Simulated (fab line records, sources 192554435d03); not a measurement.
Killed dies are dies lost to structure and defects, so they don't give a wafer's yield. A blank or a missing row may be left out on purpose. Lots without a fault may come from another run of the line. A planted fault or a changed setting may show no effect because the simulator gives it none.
A struck lot beside a sound one | flow n5_finfet | 39 steps out of a route of 1938
Sound: wafers L958.1, L958.5, L958.6. Struck: wafer L967.1. (L967.4, L967.5 of the same lot were not struck and are left out.) The cause comes at the end.
At each step with rows: each side's tool, then ch and its chambers, then its first start. Under that, the readings that differ: sound wafers | struck wafers | difference of the means | sigmas: that difference in standard deviations of wafers without a fault.
alike: readings whose means differ by less than 2 such deviations, and words and numbers that are the same on both sides. not compared: withheld readings, readings that some wafer has no value for, bounds like >300 that may hide the same value, and numbers for which the record gives no deviation and whose values overlap.
The two part at a step that has a row with sigmas, a row that says differs or no value, or rows on one side only. Numbers that don't overlap but have no deviation are shown without sigmas and don't part them. A reading that every wafer of one side lacks parts them only if that side has two wafers or more.

first, 9 steps without rows for these wafers: N5_MOL_CONTACT_COAG_CVD_140 (deposits W, target thk 66.5 nm, time 215 s); N5_MOL_CONTACT_COAG_PRECLEAN_127 (cleans in DIW, time 57.5 s); N5_MOL_CONTACT_COAG_SRD_128 (dry time 32 s); N5_MOL_CONTACT_COAG_CMP_52 (polishes, stops on SiO2, t overpolish 1.5 s, target thk 66.5 nm); N5_MOL_CONTACT_COAG_ANNEAL_112 (time 1800 s); N5_BEOL_M0_SAQP_PECVD_00 (deposits SiCN from 3MS/NH3, target thk 8 nm, time 14 s); N5_BEOL_M0_SAQP_ILD_DEP_01 (deposits SiOC from DEMS/O2, target thk 45.419 nm, time 8.7 s); N5_BEOL_M0_SAQP_HM_DEP_02 (deposits TiN, target thk 12 nm); N5_BEOL_M0_SAQP_PECVD_03 (deposits SiCN from 3MS/NH3, target thk 12 nm, time 21.1 s).
N5_BEOL_M0_SAQP_PECVD_96: deposits a-Si from SiH4/He, target thk 45 nm, time 45.2 s.
  sound on pecvd-01 ch 0,2, day 5 13:17; struck on pecvd-01 ch 1, day 7 15:25
  reading                                         | sound          | struck | difference | sigmas
  model.a-Si_of_BEOL_M0_SAQP_PECVD_96.thk_nm (nm) | 44.8 46.2 46.2 | 43.2   | -2.5       |
  alike: heater_power_w, run_length_s, showerhead_plenum_p_Torr, throttle_valve_pct
then, 25 steps without rows for these wafers: N5_BEOL_M0_SAQP_PECVD_97 (deposits SiNx from SiH4/NH3/N2, target thk 23 nm, time 19.9 s); N5_BEOL_M0_SAQP_PECVD_04 (deposits a-Si from SiH4/He, target thk 60 nm, time 60.2 s); N5_BEOL_M0_SAQP_HM_DEP_111 (deposits SiO2 from SiH4/N2O, target thk 12 nm, time 7.2 s); N5_BEOL_M0_SAQP_COAT_81 (time 60 s, resist thk 100 nm); N5_BEOL_M0_SAQP_COAT_82 (time 60 s, resist thk 30 nm); N5_BEOL_M0_SAQP_COAT_08 (resist thk 90 nm); N5_BEOL_M0_SAQP_EBR_10; N5_BEOL_M0_SAQP_SOFTBAKE_09 (time 60 s); N5_BEOL_M0_SAQP_EXPOSE_11 (exposes mask M0 CORE, target cd 42 nm); N5_BEOL_M0_SAQP_PEB_12 (peb time 60 s); N5_BEOL_M0_SAQP_DEVELOP_13 (develop time 30 s); N5_BEOL_M0_SAQP_DESCUM_19 (chemistry O2, time 7.9 s); N5_BEOL_M0_SAQP_ETCH_83 (etches SiARC in CF4, target depth 39 nm, time 65 s); N5_BEOL_M0_SAQP_ETCH_84 (etches SOC in N2/H2, target depth 100 nm, overetch 20 nm, time 150 s); N5_BEOL_M0_SAQP_STRIP_80 (strips in N2/H2); N5_BEOL_M0_SAQP_HM_OPEN_112 (chemistry CHF3/O2, target SiO2, stops on a-Si, target depth 12 nm, time 13.5 s); N5_BEOL_M0_SAQP_STRIP_113 (strips in CHF3/O2); N5_BEOL_M0_SAQP_MANDREL_ETCH_20 (etches a-Si in HBr/Cl2, stops on SiNx, target depth 60 nm, bt time 10 s, time 30 s); N5_BEOL_M0_SAQP_STRIP_86 (strips in N2/H2); N5_BEOL_M0_SAQP_STRIP_115 (strips in post etch residue remover, time 60 s); N5_BEOL_M0_SAQP_SRD_93 (time 30 s); N5_BEOL_M0_SAQP_RECESS_114 (chemistry HF/NH3, target SiO2, target depth 14.4 nm, afs cycles 3, sublimation time 60 s); N5_BEOL_M0_SAQP_SPACER1_ALD_98 (deposits SiO2, target thk 12.8 nm, pulse time 1 s, purge time 2 s); N5_BEOL_M0_SAQP_SPACER1_ETCHBACK_99 (etches SiO2 in CHF3/O2, target depth 15.4 nm, time 7.7 s); N5_BEOL_M0_SAQP_MANDREL1_REMOVE_100 (chemistry HBr/Cl2/O2, target a-Si, stops on SiNx, bt time 10 s).
N5_BEOL_M0_SAQP_MANDREL_ETCH_103: etches a-Si in HBr/Cl2, stops on SiCN, target depth 45 nm, bt time 10 s, time 27 s.
  sound on rie_si-03 ch 0,1,2, day 5 15:53; struck on rie_si-05 ch 3, day 7 19:17
  reading                  | sound            | struck | difference | sigmas
  model.etch.depth_nm (nm) | 44.74 46.19 46.1 | 43.14  | -2.54      |
  alike: drypump_motor_current_A, oes_product_au, throttle_valve_pct
  not compared: rf_hours_counter_h
N5_BEOL_M0_SAQP_SPACER2_ETCHBACK_27: etches SiO2 in CHF3/O2, target depth 22.5 nm, time 11.25 s.
  sound on rie_diel-05 ch 0,1, day 5 17:16; struck on rie_diel-05 ch 2, day 7 23:46
  reading                                         | sound       | struck | difference | sigmas
  drypump_motor_current_A (A)                     | 4.9 4.9 4.9 | 5.9    | +1.0       | +3
  model.a-Si_of_BEOL_M0_SAQP_PECVD_96.thk_nm (nm) | 42.6 44 44  | 41     | -3         |
  alike: oes_product_au, rf_vpp_V, showerhead_plenum_p_Torr, throttle_valve_pct
  not compared: rf_hours_counter_h
-- the record jumps here: 2 days lie between the struck wafers' starts before and after (it left off in module BEOL_M0_SAQP and takes up again in module BEOL_M4, whose first step shown is number 1111 of the route) --
N5_BEOL_M4_RC_MEAS_101:
  sound on prober-02 ch 0, day 7 14:16; struck on prober-01 ch 0, day 10 08:43
  alike: DIBL_N, DIBL_P, IOFF_N, IOFF_P, ION_N, ION_P, SS_N, SS_P, VT_N, VT_P
then, 1 step without rows for these wafers: N5_PASSIVATION_PROBE_49.

WHERE THEY PART
Only at N5_BEOL_M0_SAQP_SPACER2_ETCHBACK_27, within this record. Later steps at which nothing parts them and some readings are alike: N5_BEOL_M4_RC_MEAS_101.

WHY: what the simulator had put in
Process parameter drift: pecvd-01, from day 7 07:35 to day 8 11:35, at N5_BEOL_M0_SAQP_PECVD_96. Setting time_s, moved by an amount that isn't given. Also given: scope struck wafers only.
